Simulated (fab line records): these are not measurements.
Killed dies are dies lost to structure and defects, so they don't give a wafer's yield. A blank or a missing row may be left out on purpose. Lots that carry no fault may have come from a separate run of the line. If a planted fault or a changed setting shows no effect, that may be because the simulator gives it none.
A lot that was struck, set against a sound lot | flow nandHarc | 40 out of 1302 route steps
Sound: the wafers L343.1, L343.2, L343.3. Struck: wafers L336.1, L336.4, L336.6. The cause is given at the end.
Each step with rows lists, per side, the tool, then ch with its chambers, then its first start. Under that, the readings that differ: sound wafers | struck wafers | difference of the means | sigmas: that difference in standard deviations of wafers without a fault.
alike: same words and numbers on both sides, and readings whose means sit less than 2 such deviations apart. not compared: any withheld reading, any reading some wafer has no value for, any bound like >300 that may hide the same value, and any number with overlapping values for which the record gives no deviation.
Wherever a step has rows on one side only, a row that says differs or no value, or a row with sigmas, the two part there. Numbers that have no deviation but don't overlap get no sigmas and don't part them. Lack of a reading on every wafer of one side parts them only where that side has two or more wafers.

first, 4 steps without rows for these wafers: NHARC_A_CHANNEL_FILL_D2_ALD_02 (deposits SiO2, target thk 6 nm, pulse time 10 s, ald cycles 60); NHARC_A_CHANNEL_FILL_D2_ALD_03 (deposits SiNx, target thk 6 nm, pulse time 60 s, ald cycles 58); NHARC_A_CHANNEL_FILL_D2_ALD_14 (deposits SiO2, target thk 2.5 nm, pulse time 10 s, ald cycles 25); NHARC_A_CHANNEL_FILL_D2_ALD_15 (deposits SiNx, target thk 2 nm, pulse time 60 s, ald cycles 19).
NHARC_A_CHANNEL_FILL_D2_ALD_16: deposits SiO2, target thk 1.5 nm, pulse time 10 s, ald cycles 15.
  sound on aldHk-01 ch 0,2,3, day 22 14:32; struck on aldHk-01 ch 2,3, day 19 19:47
  alike: heaterPowerW, precursorPulseHeightRel
then, 3 steps without rows for these wafers: NHARC_A_CHANNEL_FILL_D2_ANNEAL_17 (time 1800 s); NHARC_A_CHANNEL_FILL_D2_CVD_18 (deposits poly-Si, target thk 3 nm); NHARC_A_CHANNEL_FILL_D2_ETCHBACK_19 (etches the open film in HBr/Cl2, target depth 5 nm, time 1.7 s).
NHARC_A_CHANNEL_FILL_D2_ETCHBACK_20: etches the open film in C4F8/O2/Ar, target depth 27 nm, time 13.5 s.
  sound on rieDiel-11 ch 0,1,3, day 23 02:49; struck on rieDiel-07 ch 0,1,2, day 20 07:33
  alike: oesProductAu, rfVppV
  not compared: rfHoursCounterH
then, 3 steps without rows for these wafers: NHARC_A_CHANNEL_FILL_D2_STRIP_28 (strips in O2, time 20 s); NHARC_A_CHANNEL_FILL_D2_PRECLEAN_21 (cleans in dHF, time 30 s); NHARC_A_CHANNEL_FILL_D2_SRD_23.
NHARC_A_CHANNEL_FILL_D2_CVD_05: deposits poly-Si, target thk 5 nm.
  struck on lpcvdPoly-04, day 20 10:05; sound on lpcvdPoly-02 ch 0, day 23 05:28
  no value came back on the struck wafers for spikeTcBottomC (C), spikeTcCentreC (C); on the sound wafers spikeTcBottomC (C) reads 572.5 575.4 575.0
then, 7 steps without rows for these wafers: NHARC_A_CHANNEL_FILL_D2_ANNEAL_22 (time 7200 s); NHARC_A_CHANNEL_FILL_D2_ALD_25 (deposits SiOx, target thk 60 nm, pulse time 10 s, ald cycles 600); NHARC_A_CHANNEL_FILL_D2_ETCHBACK_08 (etches the open film in C4F8, target depth 220 nm, time 110 s); NHARC_A_CHANNEL_FILL_D2_STRIP_29 (strips in O2, time 20 s); NHARC_A_CHANNEL_FILL_D2_PRECLEAN_30 (cleans in dHF, time 30 s); NHARC_A_CHANNEL_FILL_D2_SRD_31; NHARC_A_CHANNEL_FILL_D2_CVD_09 (deposits poly-Si, target thk 150 nm, time 3000 s).
NHARC_A_CHANNEL_FILL_D2_CMP_10: polishes, target thk 150 nm.
  sound on cmp-01 ch 1,2,3, day 24 03:26; struck on cmp-02 ch 0,1,3, day 21 07:11
  alike: motorCurrentA, retainingRingPressureFrac, timeToEndpointS
then, 2 steps without rows for these wafers: NHARC_A_CHANNEL_FILL_D2_SRD_12; NHARC_A_CHANNEL_FILL_D2_RTA_24 (time 5 s).
NHARC_A_CHANNEL_FILL_D2_INSPECT_13:
  sound: defectInspect-02 at day 24 04:02; struck: defectInspect-02 at day 21 07:49
  alike: rawDefectCount
NHARC_A_STAIRCASE_DEP_156: deposits SiNx, target thk 50 nm.
  sound on pecvd-02 ch 2, day 24 04:07; struck on pecvd-04 ch 0,1, day 21 07:56
  alike: heaterPowerW, showerheadVppV
then, 12 steps without rows for these wafers: NHARC_A_STAIRCASE_DEHYDRATE_158 (time 120 s); NHARC_A_STAIRCASE_HMDS_159 (time 30 s); NHARC_A_STAIRCASE_COAT_160; NHARC_A_STAIRCASE_SOFTBAKE_161 (time 170 s); NHARC_A_STAIRCASE_EBR_162; NHARC_A_STAIRCASE_EXPOSE_163 (exposes mask STAIR OPEN); NHARC_A_STAIRCASE_PEB_164 (peb time 130 s); NHARC_A_STAIRCASE_DEVELOP_165 (time 140 s); NHARC_A_STAIRCASE_HARDBAKE_167 (time 140 s); NHARC_A_STAIRCASE_DESCUM_168 (chemistry O2, time 3 s); NHARC_A_STAIRCASE_ETCH_169 (etches the open film in CH3F/O2, target depth 50 nm, time 107.1 s); NHARC_A_STAIRCASE_ETCH_170 (etches the open film in C4F6/O2, target depth 200 nm, time 66.667 s).
NHARC_A_STAIRCASE_STRIP_171: strips in O2.
  sound on plasmaAsher-01 ch 0,1, day 24 05:38; struck on plasmaAsher-01 ch 0,1, day 21 09:14
  alike: drypumpMotorCurrentA, heaterPowerW
  not compared: rfHoursCounterH
-- record jumps: 9 days between struck wafers' starts before vs after; left off in module A_STAIRCASE, resumes in module END, first step shown is number 1301 of the route --
NHARC_END_WLT_00:
  sound: prober-01 at day 33 01:10; struck: prober-02 at day 30 16:00
reading                           | sound             | struck            | difference | sigmas
VT_DECK1_BOTTOM                   | 0.875 0.873 0.879 | 5.936 6.051 6.003 | +5.121     | +99 or more
VT_DECK1_BOTTOM_INNER             | 0.875 0.879 0.867 | 5.944 5.967 5.972 | +5.087     | +99 or more
VT_DECK1_MEDIAN_NEAR_BOTTOM       | 0.872 0.885 0.872 | 5.975 6.033 5.998 | +5.126     | +99 or more
VT_DECK1_MEDIAN_NEAR_BOTTOM_INNER | 0.875 0.881 0.873 | 5.989 5.968 5.986 | +5.105     | +99 or more
VT_DECK1_MIDDLE                   | 0.880 0.892 0.895 | 5.954 6.003 5.948 | +5.079     | +99 or more
VT_DECK1_MIDDLE_INNER             | 0.885 0.887 0.890 | 5.957 5.976 5.953 | +5.075     | +99 or more
VT_DECK1_TOP                      | 0.901 0.899 0.904 | 6.053 5.986 5.948 | +5.094     | +99 or more
VT_DECK1_TOP_INNER                | 0.904 0.901 0.896 | 6.020 5.983 6.002 | +5.101     | +99 or more
VT_DECK2_BOTTOM                   | 0.872 0.863 0.879 | 5.966 5.991 6.040 | +5.128     | +99 or more
VT_DECK2_BOTTOM_INNER             | 0.868 0.872 0.870 | 5.975 6.055 5.984 | +5.135     | +99 or more
VT_DECK2_MEDIAN_NEAR_BOTTOM       | 0.884 0.875 0.878 | 5.993 5.972 5.954 | +5.094     | +99 or more
VT_DECK2_MEDIAN_NEAR_BOTTOM_INNER | 0.880 0.870 0.875 | 6.039 6.030 6.008 | +5.151     | +99 or more
VT_DECK2_MIDDLE                   | 0.883 0.883 0.888 | 6.018 5.962 5.998 | +5.108     | +99 or more
VT_DECK2_MIDDLE_INNER             | 0.881 0.889 0.880 | 6.019 6.034 5.959 | +5.121     | +99 or more
VT_DECK2_TOP                      | 0.893 0.892 0.888 | 6.005 5.945 5.986 | +5.088     | +99 or more
VT_DECK2_TOP_INNER                | 0.896 0.894 0.894 | 6.008 6.037 6.053 | +5.138     | +99 or more
  not compared: hold
NHARC_END_SORT_01:
  the record has rows for the sound wafers here (prober-01 ch 0, day 33 04:08) and none for the struck ones

## WHERE THEY PART
At NHARC_A_CHANNEL_FILL_D2_CVD_05 first; at NHARC_END_SORT_01 last (within this record only).

WHY: what the simulator had put in
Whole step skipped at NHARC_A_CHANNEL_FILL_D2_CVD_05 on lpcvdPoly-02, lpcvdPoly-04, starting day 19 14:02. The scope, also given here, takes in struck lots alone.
